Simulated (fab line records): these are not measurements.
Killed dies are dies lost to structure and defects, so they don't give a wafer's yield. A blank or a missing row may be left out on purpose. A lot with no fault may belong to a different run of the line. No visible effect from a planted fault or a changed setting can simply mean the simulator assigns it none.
Split-lot trial ; flow n5Finfet ; 7 lots, 21 wafers read, on a route of 1938 steps

## THE SPLIT
At N5_BEOL_M1_ETCH_70 (etches SOC in N2/H2, target depth 80 nm, overetch 16 nm, time 120 s), the setting timeS was moved away from the recipe's 120 s on 9 of the 21 wafers read, by -14.2% to +21.1%. For the rest of the wafers, this setting stayed at what the recipe calls for.

The split's own step is where the reading is taken.

## THE READING
SiARC_of_BEOL_M1_COAT_68.thkNm (the simulator's own value, which no gauge read), in nm, at N5_BEOL_M1_ETCH_70 (etches SOC in N2/H2, target depth 80 nm, overetch 16 nm, time 120 s). The file gives no usual value for it. Across the 12 wafers here that went through the recipe, the average is 6.4 nm and the standard deviation 0.2 nm.

wafer;tool, chamber at the split;timeS as run, s;against the recipe;SiARC_of_BEOL_M1_COAT_68.thkNm, nm;against lot-mates on the recipe
L077.1;rieDiel-01, 2;120;recipe;6.2;-
L077.2;rieDiel-01, 1;108.5;-9.6%;6.8;+0.7
L077.4;rieDiel-01, 3;120;recipe;6;-
L079.1;rieDiel-03, 0,1,0;120;recipe;6.6;-
L079.3;rieDiel-03, 0,1,0;120;recipe;6.6;-
L079.4;rieDiel-03, 0,1,0;120;recipe;6.6;-
L087.1;rieDiel-01, 2,3;120;recipe;6.2;-
L087.4;rieDiel-01, 2,3;120;recipe;6.2;-
L087.2;rieDiel-01, 1;120;recipe;6.4;-
L089.2;rieDiel-01, 2,1;103;-14.2%;7.2;no lot-mate on the recipe
L089.3;rieDiel-01, 2,1;103;-14.2%;7.2;no lot-mate on the recipe
L089.6;rieDiel-01, 2;103;-14.2%;7;no lot-mate on the recipe
L092.2;rieDiel-03, 0,1;145.3;+21.1%;5.4;-0.8
L092.4;rieDiel-03, 0,1;145.3;+21.1%;5.4;-0.8
L092.5;rieDiel-03, 3;120;recipe;6.2;-
L093.3;rieDiel-01, 3;105.3;-12.3%;7;+0.4
L093.5;rieDiel-01, 3;105.3;-12.3%;7;+0.4
L093.6;rieDiel-01, 0;120;recipe;6.6;-
L096.3;rieDiel-02, 0;137.8;+14.8%;5.6;-0.7
L096.4;rieDiel-02, 2;120;recipe;6.2;-
L096.6;rieDiel-02, 1;120;recipe;6.4;-
When a row names more than one chamber, that row covers several wafers, and the file does not tell which wafer ran in which chamber.

FIT RESULTS
A straight line over all 21 wafers: SiARC_of_BEOL_M1_COAT_68.thkNm changes by -0.0496 nm for each +1% of timeS; r = -0.95; the points scatter about the line by 0.17 nm.
The same after taking each lot's own level away (the mean of its wafers on the recipe; 18 wafers): -0.0405 nm for each +1%; r = -0.96; scatter 0.11 nm.
On that fit, the largest move of timeS shifts the reading by 0.85 nm.
Across the lots, their own levels run from 6.10 to 6.60 nm, a range of 2.5 times the standard deviation given above.
Thus the slope moves with the lot-to-lot level: the two fits are different.
Check: for one of the wafers moved furthest among these (+21.1%), held out of the fit, the line's prediction against its lot-mates is -0.869 nm. Against them it came out at -0.8 nm.

## ADDITIONAL SPLITS CARRIED BY THESE WAFERS
Note: prior to the reading, these wafers also went through further splits. Each is held against what the fit with the lots' levels taken away leaves over:
other split on the same wafers;wafers away from the commonest value;r with SiARC_of_BEOL_M1_COAT_68.thkNm (lot level and that fit taken away)
N5_MOL_CONTACT_COAG_COAT_64 spinRpm;7;+0.17
N5_MOL_CONTACT_COAG_EXPOSE_37 doseMj;5;-0.54
N5_BEOL_M0_SAQP_COAT_08 spinRpm;5;-0.36
N5_BEOL_M0_SAQP_EXPOSE_11 doseMj;5;+0.04
N5_BEOL_M1_PECVD_72 timeS;6;-0.07
N5_BEOL_M1_COAT_62 spinRpm;8;+0.13
N5_BEOL_M1_DESCUM_33 timeS;8;-0.22

## FILE'S OWN FIT
SiARC_of_BEOL_M1_COAT_68.thkNm changes by -0.0429 nm for each +1% of timeS, r = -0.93.
